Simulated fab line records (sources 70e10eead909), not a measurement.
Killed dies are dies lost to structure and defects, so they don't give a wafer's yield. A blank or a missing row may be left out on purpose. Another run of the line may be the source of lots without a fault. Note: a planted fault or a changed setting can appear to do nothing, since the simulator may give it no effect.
A struck lot beside a sound one    flow nand-harc    15 steps out of a route of 1159
Sound: the wafers L186.1, L186.3, L186.5. Wafers struck: L197.1, L197.2, L197.4. At the end, the cause is stated.
Order at every step that has rows: each side's tool, ch and its chambers, its first start. Under that, the readings that differ: sound wafers    struck wafers    difference of the means    sigmas: that difference in standard deviations of wafers without a fault.
alike: same words and numbers on both sides, and readings whose means sit less than 2 such deviations apart. not compared: any withheld reading, any reading some wafer has no value for, any bound like >300 that may hide the same value, and any number with overlapping values for which the record gives no deviation.
A row with sigmas, a row that says differs or no value, or rows on one side alone: a step with any of these is where the two part. Numbers that don't overlap but have no deviation are shown without sigmas and don't part them. A reading missing from all wafers of one side parts the sides only when that side holds two or more wafers.

first, 1 step without rows for these wafers: NHARC_P_GATE_DEVELOP_90 (time 70 s).
NHARC_P_GATE_CD_MEAS_91 targets a cd of 2000 nm.
  sound on cd-sem-02 ch 0, day 5 20:04; struck on cd-sem-02 ch 0, day 8 18:50
  alike: cd-nm
then, 1 step without rows for these wafers: NHARC_P_GATE_HARDBAKE_92 (time 80 s).
NHARC_P_GATE_DESCUM_93: chemistry O2, time 3 s.
  sound on rie-diel-07 ch 0,2, day 5 20:14; struck on rie-diel-07 ch 0,2,3, day 8 19:01
  alike: drypump-motor-current-A, oes-product-au, rf-vpp-V, showerhead-plenum-p-Torr, throttle-valve-pct
  not compared: rf-hours-counter-h
next, for these wafers, 1 step has no rows: NHARC_P_GATE_IMPLANT_94.
NHARC_P_GATE_STRIP_113: strips in N2/H2, time 740 s.
  sound on plasma-asher-01 ch 1, day 5 20:47; struck on plasma-asher-01 ch 0,1, day 8 19:58
  alike: drypump-motor-current-A, heater-power-w
  not compared: rf-hours-counter-h
NHARC_P_GATE_STRIP_95: strips in O2.
  sound on plasma-asher-01 ch 1, day 5 21:30; struck on plasma-asher-01 ch 0,1, day 8 20:40
  alike: drypump-motor-current-A, heater-power-w
  not compared: rf-hours-counter-h
then, 1 step without rows for these wafers: NHARC_P_GATE_STRIP_96 (strips in SPM, time 900 s).
NHARC_P_GATE_RTA_64: time 1 s.
  sound on rtp-anneal-01 ch 0, day 5 22:04; struck on rtp-anneal-02 ch 0, day 8 21:14
reading             sound           struck          difference  sigmas
lamp-power-pct (%)  33.9 33.9 34.0  38.8 38.8 38.8  +4.9        +2
  alike: wafer_temp_C_max
then, 1 step without rows for these wafers: NHARC_P_GATE_ETCH_77 (etches SiO2 in dHF, target depth 6 nm).
NHARC_P_GATE_DEGAS_109: time 60 s.
  sound: pvd-sputter-02 at day 5 22:22; struck: pvd-sputter-01 at day 8 21:32
  alike: heater-power-w
then, 1 step without rows for these wafers: NHARC_P_GATE_PRE_CLEAN_110 (time 30 s).
NHARC_P_GATE_SPUTTER_78: material Ni, target thk 10 nm.
  sound: pvd-sputter-02 at day 5 22:28; struck: pvd-sputter-01 at day 8 21:53
then, 1 step without rows for these wafers: NHARC_P_GATE_SPUTTER_79 (material TiN, target thk 10 nm).
NHARC_END_SORT_01:
  the record has rows for the sound wafers here (prober-01 ch 0, day 19 18:09) and none for the struck ones

WHERE THEY PART
Earliest at NHARC_P_GATE_RTA_64; latest, in this record, at NHARC_END_SORT_01.

WHY: the cause the simulator had injected
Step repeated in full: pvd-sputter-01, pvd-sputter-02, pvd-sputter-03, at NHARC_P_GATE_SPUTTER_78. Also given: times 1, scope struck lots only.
